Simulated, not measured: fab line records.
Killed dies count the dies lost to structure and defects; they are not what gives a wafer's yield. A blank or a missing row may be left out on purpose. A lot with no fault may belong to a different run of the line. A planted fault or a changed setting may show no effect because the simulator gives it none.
Chamber matching :: flow nand-harc :: 4 sister chambers for NHARC_A_STAIRCASE_TRIM_12 on rie-diel-11
The step chemistry O2, time 211.2 s. 20 wafers are shown with their chamber, then 10 later ones without.

## WAFERS, EACH WITH ITS CHAMBER
wafer: L074.2
chamber: 0
showerhead-plenum-p-Torr (Torr): 3.29
oes-product-au (a.u.): 1.011
throttle-valve-pct (%): 17.030

wafer: L074.4
chamber: 3
showerhead-plenum-p-Torr (Torr): 3.76
oes-product-au (a.u.): 1.001
throttle-valve-pct (%): 17.036

wafer: L074.5
chamber: 3
showerhead-plenum-p-Torr (Torr): 3.76
oes-product-au (a.u.): 1.000
throttle-valve-pct (%): 17.026

wafer: L074.1
chamber: 1
showerhead-plenum-p-Torr (Torr): 3.42
oes-product-au (a.u.): 1.006
throttle-valve-pct (%): 17.035

wafer: L074.3
chamber: 2
showerhead-plenum-p-Torr (Torr): 3.73
oes-product-au (a.u.): 1.001
throttle-valve-pct (%): 17.020

wafer: L074.6
chamber: 0
showerhead-plenum-p-Torr (Torr): 3.29
oes-product-au (a.u.): 1.007
throttle-valve-pct (%): 17.038

wafer: L075.2
chamber: 2
showerhead-plenum-p-Torr (Torr): 3.73
oes-product-au (a.u.): 1.004
throttle-valve-pct (%): 17.018

wafer: L075.3
chamber: 0
showerhead-plenum-p-Torr (Torr): 3.29
oes-product-au (a.u.): 1.015
throttle-valve-pct (%): 17.031

wafer: L075.5
chamber: 1
showerhead-plenum-p-Torr (Torr): 3.41
oes-product-au (a.u.): 1.006
throttle-valve-pct (%): 17.035

wafer: L077.2
chamber: 0
showerhead-plenum-p-Torr (Torr): 3.28
oes-product-au (a.u.): 1.002
throttle-valve-pct (%): 17.040

wafer: L077.4
chamber: 2
showerhead-plenum-p-Torr (Torr): 3.73
oes-product-au (a.u.): 0.981
throttle-valve-pct (%): 17.047

wafer: L077.6
chamber: 3
showerhead-plenum-p-Torr (Torr): 3.76
oes-product-au (a.u.): 0.999
throttle-valve-pct (%): 17.037

wafer: L078.1
chamber: 1
showerhead-plenum-p-Torr (Torr): 3.41
oes-product-au (a.u.): 1.004
throttle-valve-pct (%): 17.051

wafer: L078.4
chamber: 2
showerhead-plenum-p-Torr (Torr): 3.72
oes-product-au (a.u.): 0.995
throttle-valve-pct (%): 17.032

wafer: L078.5
chamber: 2
showerhead-plenum-p-Torr (Torr): 3.72
oes-product-au (a.u.): 0.991
throttle-valve-pct (%): 17.028

wafer: L078.2
chamber: 0
showerhead-plenum-p-Torr (Torr): 3.28
oes-product-au (a.u.): 1.004
throttle-valve-pct (%): 17.041

wafer: L078.3
chamber: 3
showerhead-plenum-p-Torr (Torr): 3.75
oes-product-au (a.u.): 1.003
throttle-valve-pct (%): 17.041

wafer: L078.6
chamber: 1
showerhead-plenum-p-Torr (Torr): 3.41
oes-product-au (a.u.): 1.006
throttle-valve-pct (%): 17.037

wafer: L079.2
chamber: 2
showerhead-plenum-p-Torr (Torr): 3.72
oes-product-au (a.u.): 0.991
throttle-valve-pct (%): 17.022

wafer: L079.4
chamber: 3
showerhead-plenum-p-Torr (Torr): 3.75
oes-product-au (a.u.): 1.007
throttle-valve-pct (%): 17.041

SIGNATURES (means of the wafers above)
reading: showerhead-plenum-p-Torr
chamber 0: 3.2860
chamber 1: 3.4125
chamber 2: 3.7250
chamber 3: 3.7560
scatter within a chamber: 0.00539

reading: oes-product-au
chamber 0: 1.00780
chamber 1: 1.00550
chamber 2: 0.99383
chamber 3: 1.00200
scatter within a chamber: 0.00554

reading: throttle-valve-pct
chamber 0: 17.03600
chamber 1: 17.03950
chamber 2: 17.02783
chamber 3: 17.03620
scatter within a chamber: 0.00796
Rule: for each reading, subtract the chamber's mean from the wafer's reading, divide by that reading's scatter and square the result; add these up over the readings and take the root, which gives the wafer's distance from the chamber. If the next closest chamber is less than 2 further off than the closest, the wafer can't be placed; otherwise it belongs to the closest. How the scatter is found: for the shown wafers, subtract from each reading the mean of its chamber, square and add these, divide the total by (wafers less chambers), then take the root.

## WAFERS WITH NO CHAMBER GIVEN
wafer: L079.6
showerhead-plenum-p-Torr (Torr): 3.72
oes-product-au (a.u.): 1.003
throttle-valve-pct (%): 17.026

wafer: L080.3
showerhead-plenum-p-Torr (Torr): 3.41
oes-product-au (a.u.): 1.000
throttle-valve-pct (%): 17.031

wafer: L080.4
showerhead-plenum-p-Torr (Torr): 3.72
oes-product-au (a.u.): 0.981
throttle-valve-pct (%): 17.038

wafer: L080.6
showerhead-plenum-p-Torr (Torr): 3.41
oes-product-au (a.u.): 1.001
throttle-valve-pct (%): 17.044

wafer: L092.1
showerhead-plenum-p-Torr (Torr): 3.70
oes-product-au (a.u.): 0.995
throttle-valve-pct (%): 17.048

wafer: L092.2
showerhead-plenum-p-Torr (Torr): 3.79
oes-product-au (a.u.): 0.993
throttle-valve-pct (%): 17.027

wafer: L092.6
showerhead-plenum-p-Torr (Torr): 3.38
oes-product-au (a.u.): 1.007
throttle-valve-pct (%): 17.036

wafer: L095.1
showerhead-plenum-p-Torr (Torr): 3.69
oes-product-au (a.u.): 0.987
throttle-valve-pct (%): 17.041

wafer: L095.2
showerhead-plenum-p-Torr (Torr): 3.38
oes-product-au (a.u.): 0.997
throttle-valve-pct (%): 17.050

wafer: L095.5
showerhead-plenum-p-Torr (Torr): 3.38
oes-product-au (a.u.): 0.984
throttle-valve-pct (%): 17.048

## THE CHAMBER EACH PASSED THROUGH
wafer: L079.6
from the rows above: 2
in truth: 2

wafer: L080.3
from the rows above: 1
in truth: 1

wafer: L080.4
from the rows above: 2
in truth: 2

wafer: L080.6
from the rows above: 1
in truth: 1

wafer: L092.1
from the rows above: 2
in truth: 2

wafer: L092.2
from the rows above: 3
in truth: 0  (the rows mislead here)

wafer: L092.6
from the rows above: 1
in truth: 1

wafer: L095.1
from the rows above: 2
in truth: 2

wafer: L095.2
from the rows above: 1
in truth: 1

wafer: L095.5
from the rows above: 1
in truth: 1
Correct placement for 9 of the 10. Left unplaced by these rows: 0. Number placed wrongly: 1.
